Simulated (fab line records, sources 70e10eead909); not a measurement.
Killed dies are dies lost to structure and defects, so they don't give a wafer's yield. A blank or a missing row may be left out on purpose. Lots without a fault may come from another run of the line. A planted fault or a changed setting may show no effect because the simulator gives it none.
fab line records | flow nand_harc
record lots=6 wafers=18 last_day=24
route steps=1159 shown P_M1@298
lots that met no fault: from a run of the same line without faults
start_h: hours from the record's first day to the start of the lot's first wafer shown | wait_h: hours since the lot's step before | " the same as in the row above | L1.1+2: a row that stands for several wafers | - no value, or no start given | * or withheld: withheld | < > ~ a bound
route shown NAME@n: a module of which the file shows steps, and the number in the route of the first | usual: mean/standard deviation of fault-free wafers | same: alike in all rows | chamber/n: place in a boat | sites: the reading at each site | _std_site: their standard deviation | _edge_site: outer sites' mean less inner sites' | radius_mm: how far each site lies from the wafer's centre | mask NAME#n: copy n | behind: the tool/chamber that last shaped the wafer | hold: why the lot was held/for how many hours/how that ended | device: the transistor (n, p or np) that didn't switch | end of line: the same wafers' tests at the end of the route | a step without rows: its recipe alone | killed: dies lost to structure and defects at the first sort, not the wafer's yield | map: a wafer's dies, x killed, . not, _ none there
set.NAME: the setting as run; set.NAME@STEP: as run at that earlier step | model.NAME: the simulator's own value behind a step, which no gauge read
lots at some steps of the route; a table a step, a row a wafer
services: from which hour (start_h, from the record's first day; less than 0 if before it) a tool's chamber was out of use, for how many hours, and why
## steps
# step NHARC_P_M1_DESCUM_14
# recipe time_s=3 o2_flow_sccm=200 ar_flow_sccm=0 bias_power_w=0 chemistry=O2
# step NHARC_P_M1_ETCH_35
# recipe target_depth_a=400 overetch_a=120 time_s=43.94 ion_energy_ev=200 n2_flow_sccm=150 h2_flow_sccm=150 ar_flow_sccm=0 rf_w=400 bias_w=150 chemistry=N2/H2
# step NHARC_P_M1_ETCH_15
# recipe target_depth_a=1825 time_s=91.2 c4f8_flow_sccm=withheld ar_flow_sccm=400 rf_w=600 bias_w=300 chemistry=C4F8/Ar
# step NHARC_P_M1_CD_MEAS_16
# usual cd_nm=129.8/0.96
# columns lot.wafer tool chamber start_h wait_h cd_nm
L925.2 cd_sem-03 - 131.55 - 130.4
L925.4 " - " " 129.8
L925.5 " - " " 129.2
L928.1 cd_sem-01 - 141.71 - 128.9
L928.2 " - " " 130.4
L928.5 " - " " 130.1
L937.2 cd_sem-02 - 197.06 - 129.9
L937.4 " - " " 129.8
L937.6 " - " " 130.1
L935.1 cd_sem-03 - 199.76 - 129.7
L935.2 " - " " 129.6
L935.4 " - " " 129.6
L945.2 cd_sem-02 - 243.32 - 129.4
L945.3 " - " " 129.8
L945.6 " - " " 129.4
L946.3 cd_sem-02 - 249.98 - 130.4
L946.4 " - " " 130.4
L946.5 " - " " 130.5
# step NHARC_P_M1_STRIP_18
# recipe power_w=1000 n2_flow_sccm=150 h2_flow_sccm=150 ar_flow_sccm=0 bias_w=0 chemistry=N2/H2
# usual drypump_motor_current_A=5.87/0.26 oes_product_au=0.999/0.01 rf_fwd_power_W=997/3.5 rf_vpp_V=90.6/0.91 showerhead_plenum_p_Torr=2.03/0.081 throttle_valve_pct=14.169/0.0089
# columns lot.wafer tool chamber start_h wait_h drypump_motor_current_A oes_product_au rf_fwd_power_W rf_hours_counter_h rf_vpp_V showerhead_plenum_p_Torr throttle_valve_pct
L925.4 rie_diel-09 2 131.62 0.1 6.30 0.999 996 4 90.3 1.92 14.164
L925.2 " 0 " " 6.13 0.995 994 5 91.6 2.05 14.148
L925.5 " 2 " " 6.30 0.999 997 - 90.2 1.92 14.172
L928.2 rie_diel-10 2 141.81 0.1 5.95 1.005 998 10 90.9 2.13 14.156
L928.1 " 0 " " 5.88 0.989 1002 11 91.3 2.02 14.166
L928.5 " 1 " " 5.35 1.000 1002 - 91.4 2.10 14.176
L937.4 rie_diel-10 0 197.13 0.1 5.88 0.977 999 1 90.2 2.02 14.165
L937.2 " 3 " " 5.86 1.005 1000 0 91.0 1.91 14.173
L937.6 " 1 " " 5.36 1.001 996 - 90.8 2.10 14.177
L935.1 rie_diel-09 1 199.83 0.1 5.85 1.003 995 7 91.3 2.00 14.168
L935.4 " 3 " " 6.03 1.009 1000 8 90.2 1.93 14.172
L935.2 " 0 " " 6.11 1.002 995 8 91.7 2.05 14.151
L945.3 rie_diel-07 0 243.39 0.1 6.10 0.972 989 0 93.5 2.17 14.163
L945.2 " 2 " " 5.53 0.974 997 0 91.1 2.00 14.174
L945.6 " 1 " " 5.72 0.992 997 - 89.9 2.07 14.168
L946.3 rie_diel-10 1 250.05 0.1 5.35 0.994 996 4 90.8 2.09 14.173
L946.4 " 2 " " 5.95 0.990 999 3 90.2 2.13 14.157
L946.5 " 1 " " 5.32 1.002 1001 - 90.2 2.09 14.156
# step NHARC_P_M1_ETCH_28
# recipe target_depth_a=300 over_etch_frac=0.3 time_s=72.99 ion_energy_ev=150 cf4_flow_sccm=50 n2_flow_sccm=100 ar_flow_sccm=150 rf_w=300 bias_w=100 chemistry=CF4/N2
# usual cf4_flow_sccm=50.03/0.16 drypump_motor_current_A=5.85/0.25 oes_product_au=0.998/0.011 rf_fwd_power_W=297.6/1 rf_vpp_V=313.9/1.7 showerhead_plenum_p_Torr=2.61/0.092 throttle_valve_pct=19.795/0.0094
# columns lot.wafer tool chamber start_h wait_h cf4_flow_sccm drypump_motor_current_A oes_product_au rf_fwd_power_W rf_hours_counter_h rf_vpp_V showerhead_plenum_p_Torr throttle_valve_pct
L925.4 rie_diel-09 0 - - 50.19 6.08 0.985 297.8 5 313.7 2.64 19.806
L925.2 " 1 " " 49.99 5.80 0.999 298.9 4 314.1 2.58 19.792
L925.5 " 1 " " 49.93 5.80 0.995 298.3 - 313.6 2.58 19.790
L928.2 rie_diel-10 2 - - 50.07 5.93 1.008 298.1 10 317.6 2.73 19.788
L928.1 " 3 " " 49.69 5.84 0.997 297.5 9 312.9 2.47 19.792
L928.5 " 2 " " 50.21 5.92 0.999 299.1 - 316.5 2.73 19.799
L937.2 rie_diel-10 1 - - 49.59 5.36 0.991 298.4 1 315.8 2.69 19.790
L937.4 " 3 " " 50.17 5.86 1.008 297.5 1 309.6 2.47 19.799
L937.6 " 1 " " 49.95 5.38 1.002 297.3 - 313.6 2.69 19.788
L935.2 rie_diel-09 2 - - 49.96 6.32 1.012 296.9 7 311.7 2.48 19.793
L935.4 " 3 " " 50.09 5.96 1.023 297.1 8 312.5 2.50 19.786
L935.1 " 0 " " 50.13 6.10 1.007 297.1 8 315.3 2.64 19.785
L945.3 rie_diel-07 2 - - 49.81 5.49 0.991 298.0 0 313.0 2.58 19.801
L945.2 " 3 " " 50.26 5.75 0.998 295.6 0 313.1 2.55 19.793
L945.6 " 1 " " 49.82 5.72 1.001 299.2 - 314.2 2.66 19.782
L946.4 rie_diel-10 3 - - 50.09 5.86 1.006 298.1 3 311.9 2.47 19.792
L946.3 " 2 " " 50.08 5.92 1.003 298.6 3 315.8 2.73 19.802
L946.5 " 3 " " 49.94 5.88 1.005 298.3 - 312.4 2.47 19.805
# step NHARC_P_M1_STRIP_19
# recipe time_s=600 temp_c=30 chemistry=post_etch_residue_remover
# step NHARC_P_M1_DEGAS_29
# recipe temp_c=250 time_s=60
# usual heater_power_w=304/22
# columns lot.wafer tool chamber start_h wait_h heater_power_w
L925.4 pvd_sputter-01 - 132.26 - 281
L925.2 " - " " 306
L925.5 " - " " 288
L928.1 pvd_sputter-02 - 142.43 - 291
L928.2 " - " " 340
L928.5 " - " " 348
L937.2 pvd_sputter-01 - 197.79 - 306
L937.4 " - " " 280
L937.6 " - " " 304
L935.1 pvd_sputter-01 - 200.48 - 297
L935.4 " - " " 307
L935.2 " - " " 282
L945.3 pvd_sputter-01 - 244.03 - 291
L945.2 " - " " 282
L945.6 " - " " 296
L946.4 pvd_sputter-01 - 250.69 - 298
L946.3 " - " " 292
L946.5 " - " " 299
# step NHARC_P_M1_PRE_CLEAN_30
# recipe time_s=30 temp_c=280 gas=H2/He
# step NHARC_P_M1_PVD_20
# recipe target_thk_a=50 bias_v=168.6 power_w=15000 chamber_pressure_pa=0.12 time_s=8.06 substrate_temp_c=50 material=TaN
# step NHARC_P_M1_PVD_21
# recipe target_thk_a=300 chamber_pressure_pa=5 power_w=5000 substrate_temp_c=30 time_s=20.49 material=Cu
# usual cathode_dc_power_W=5000.0/0.82 throttle_valve_pct=30.3/0.71
# columns lot.wafer tool chamber start_h wait_h cathode_dc_power_W throttle_valve_pct
L925.4 pvd_sputter-01 - - - 4999.5 31.2
L925.2 " - " " 5001.5 29.7
L925.5 " - " " 5000.6 31.3
L928.2 pvd_sputter-02 - - - 5001.6 30.1
L928.1 " - " " 4999.7 30.5
L928.5 " - " " 4999.2 31.4
L937.2 pvd_sputter-01 - - - 5000.6 30.6
L937.4 " - " " 4999.8 29.7
L937.6 " - " " 5000.1 31.2
L935.4 pvd_sputter-01 - - - 4999.8 31.2
L935.1 " - " " 5000.8 29.9
L935.2 " - " " 5001.6 29.3
L945.2 pvd_sputter-01 - - - 5000.9 30.6
L945.3 " - " " 4999.1 30.3
L945.6 " - " " 4999.8 30.8
L946.4 pvd_sputter-01 - - - 5001.4 30.0
L946.3 " - " " 5000.7 30.2
L946.5 " - " " 4999.7 30.1
# step NHARC_P_M1_ECD_22
# recipe target_thk_a=4000 bath_temp_c=25 material=Cu
# step NHARC_P_M1_ANNEAL_31
# recipe temp_c=225 time_s=90
# usual anneal_temp_c=224.96/0.16 anneal_temp_c_max=226.1/0.54 wafer_temp_C_max=225.94/0.28
# columns lot.wafer tool chamber start_h wait_h anneal_temp_c anneal_temp_c_max wafer_temp_C_max
L925.2 rtp_anneal-02 0 133.21 0.5 225.15 227.3 225.88
L925.4 " 0 " " 224.97 226.2 225.94
L925.5 " 0 " " 225.20 226.6 226.00
L928.1 rtp_anneal-02 0 143.17 - 224.79 225.8 225.79
L928.2 " 0 " " 224.85 226.3 226.11
L928.5 " 0 " " 225.23 226.8 226.13
L937.2 rtp_anneal-01 - 198.57 - - - -
L937.4 " - " " - - -
L937.6 " - " " - - -
L935.1 rtp_anneal-02 - 201.22 0.3 - - -
L935.2 " - " " - - -
L935.4 " - " " - - -
L945.2 rtp_anneal-01 0 244.83 0.4 224.95 225.7 226.11
L945.3 " 0 " " 224.81 225.4 225.91
L945.6 " 0 " " 224.94 225.7 226.33
L946.3 rtp_anneal-01 0 251.53 - 224.96 225.8 225.77
L946.4 " 0 " " 224.90 225.7 226.08
L946.5 " 0 " " 225.09 225.8 225.93
# step NHARC_P_M1_CMP_23
# recipe t_overpolish_s=20 target_thk_nm=157.82
# usual motor_current_A=12.0/1 time_to_endpoint_s=29/3.2
# columns lot.wafer tool chamber start_h wait_h motor_current_A time_to_endpoint_s
L925.2 cmp-02 0 133.50 - 12.2 29
L925.4 " 3 " " 11.1 32
L925.5 " 0 " " 12.0 27
L928.2 cmp-04 1 143.54 - 12.5 27
L928.1 " 3 " " 13.1 35
L928.5 " 1 " " 13.3 27
L937.2 cmp-02 0 198.89 - 11.7 26
L937.4 " 2 " " 11.2 29
L937.6 " 3 " " 11.1 31
L935.2 cmp-02 3 201.60 - 11.1 30
L935.1 " 0 " " 12.5 24
L935.4 " 1 " " 12.9 29
L945.2 cmp-02 3 245.12 - 11.4 32
L945.3 " 0 " " 12.4 29
L945.6 " 0 " " 11.8 27
L946.3 cmp-04 2 251.83 - 9.7 31
L946.4 " 3 " " 13.9 35
L946.5 " 1 " " 12.8 29
## services
# columns tool chamber start_h hours kind
cmp-04 - 120.38 0.9 repair
pvd_sputter-01 - 121.60 3.0 repair
cmp-02 - 128.61 4.0 pm
rie_diel-09 - 129.31 0.2 repair
rie_diel-10 0 131.00 - clean
rie_diel-10 1 131.00 - clean
rie_diel-10 2 131.00 - clean
pvd_sputter-01 - 149.57 1.4 repair
pvd_sputter-02 - 152.70 2.4 repair
pvd_sputter-01 - 158.00 10.0 pm
rie_diel-07 3 170.15 20.9 repair
pvd_sputter-01 - 173.37 2.2 repair
rie_diel-10 - 176.50 9.0 pm
cmp-02 - 185.38 1.0 repair
cmp-04 - 196.04 1.2 repair
cmp-04 - 199.58 1.4 repair
cmp-04 - 203.01 4.0 pm
cmp-02 - 208.15 2.0 repair
cmp-04 - 213.88 3.5 repair
pvd_sputter-02 - 214.00 10.0 pm
rie_diel-07 - 217.39 0.5 repair
cmp-02 - 226.72 4.0 pm
rie_diel-07 - 228.20 9.0 pm
rie_diel-07 0 244.31 6.9 repair
## key
first_sign step=NHARC_P_M1_ANNEAL_31 reading=tool_record direction=missing
effect none on later readings
met_at NHARC_P_M1_ANNEAL_31
struck_wafers L935.1,L935.2,L935.4,L937.2,L937.4,L937.6
sort_left_out L935.1,L935.2,L935.4,L937.2,L937.4,L937.6
onset_between 143.17 198.57
fault kind=skipped_step_whole tool=rtp_anneal-01,rtp_anneal-02 chamber=- onset_h=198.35 steps=NHARC_P_M1_ANNEAL_31 scope=struck_lots_only
# sort_left_out: the simulated sort isn't trusted on such a fault, so these wafers' sort isn't shown, and their yield isn't known
